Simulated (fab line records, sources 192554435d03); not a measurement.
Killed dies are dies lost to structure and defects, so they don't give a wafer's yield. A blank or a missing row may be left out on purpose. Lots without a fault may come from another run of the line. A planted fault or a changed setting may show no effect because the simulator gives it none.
Split-lot experiment | flow n5_finfet | 7 lots, 21 wafers read, on a route of 1938 steps

THE SPLIT
At N5_MIM_BOT_ETCH_ETCH_04 (etches SiNx in CF4/O2, target depth 26 nm, time 13 s), the setting time_s was moved away from the recipe's 13 s on 8 of the 21 wafers read, by -13.1% to +21.5%. The other wafers ran this setting at the recipe's value.

The reading is taken at the split's own step.

THE READING
etch.depth_nm (the simulator's own value, which no gauge read), in nm, at N5_MIM_BOT_ETCH_ETCH_04 (etches SiNx in CF4/O2, target depth 26 nm, time 13 s). The file gives no usual value for it. The 13 wafers here that ran the recipe average 25.97 nm, standard deviation 0.46 nm.

wafer  | tool, chamber at the split | time_s as run, s | against the recipe | etch.depth_nm, nm | against lot-mates on the recipe
L077.4 | rie_diel-06, 1             | 15.61            | +20.1%             | 33.1              | +6.85
L077.5 | rie_diel-06, 3             | 13               | recipe             | 25.79             | -
L077.6 | rie_diel-06, 2             | 13               | recipe             | 26.72             | -
L082.2 | rie_diel-01, 1             | 13               | recipe             | 26.15             | -
L082.5 | rie_diel-01, 3             | 13               | recipe             | 24.99             | -
L082.6 | rie_diel-01, 0             | 13               | recipe             | 26.13             | -
L085.3 | rie_diel-03, 2             | 13               | recipe             | 25.49             | -
L085.4 | rie_diel-03, 0             | 15.24            | +17.2%             | 30.04             | +4.55
L085.5 | rie_diel-03, 3             | 15.24            | +17.2%             | 29.28             | +3.79
L087.3 | rie_diel-01, 1             | 13               | recipe             | 26.33             | -
L087.4 | rie_diel-01, 2             | 13               | recipe             | 25.81             | -
L087.6 | rie_diel-01, 1             | 13               | recipe             | 26.56             | -
L091.1 | rie_diel-06, 1             | 14.14            | +8.8%              | 29.48             | +3.66
L091.2 | rie_diel-06, 3             | 13               | recipe             | 25.82             | -
L091.3 | rie_diel-06, 2             | 14.14            | +8.8%              | 28.95             | +3.13
L092.1 | rie_diel-03, 2             | 15.8             | +21.5%             | 30.95             | +5.43
L092.3 | rie_diel-03, 1             | 15.8             | +21.5%             | 31.04             | +5.52
L092.5 | rie_diel-03, 1             | 13               | recipe             | 25.52             | -
L095.1 | rie_diel-06, 3             | 13               | recipe             | 25.85             | -
L095.2 | rie_diel-06, 0             | 13               | recipe             | 26.39             | -
L095.5 | rie_diel-06, 3             | 11.3             | -13.1%             | 22.5              | -3.62

THE FIT
A straight line over all 21 wafers: etch.depth_nm changes by +0.26 nm for each +1% of time_s; r = +0.96; the points scatter about the line by 0.75 nm.
The same after taking each lot's own level away (the mean of its wafers on the recipe; 21 wafers): +0.275 nm for each +1%; r = +0.98; scatter 0.6 nm.
On that fit, the largest move of time_s shifts the reading by 5.9 nm.
The lots' own levels span 25.490 to 26.255 nm, that is 1.7 times the standard deviation above.
So the lot-to-lot level changes the slope little: the two slopes agree.
Check: with one of the wafers moved furthest among these (+21.5%) left out of the fit, the line predicts +6.12 nm for it against its lot-mates. It came out at +5.43 nm against them.

OTHER SPLITS ON THESE WAFERS
These wafers also went through other splits before the reading. Each is held against what the fit with the lots' levels taken away leaves over:
other split on the same wafers     | wafers away from the commonest value | r with etch.depth_nm (lot level and that fit taken away)
N5_BEOL_M14_PEB_08 peb_temp_c      | 4                                    | -0.23
N5_BEOL_M15_EXPOSE_25 dose_mj      | 8                                    | -0.35
N5_BEOL_M15_PEB_26 peb_time_s      | 8                                    | +0.16
N5_MIM_BOT_LITHO_EXPOSE_05 dose_mj | 10                                   | +0.51

THE FILE'S OWN FIT
etch.depth_nm changes by +0.287 nm for each +1% of time_s, r = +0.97.
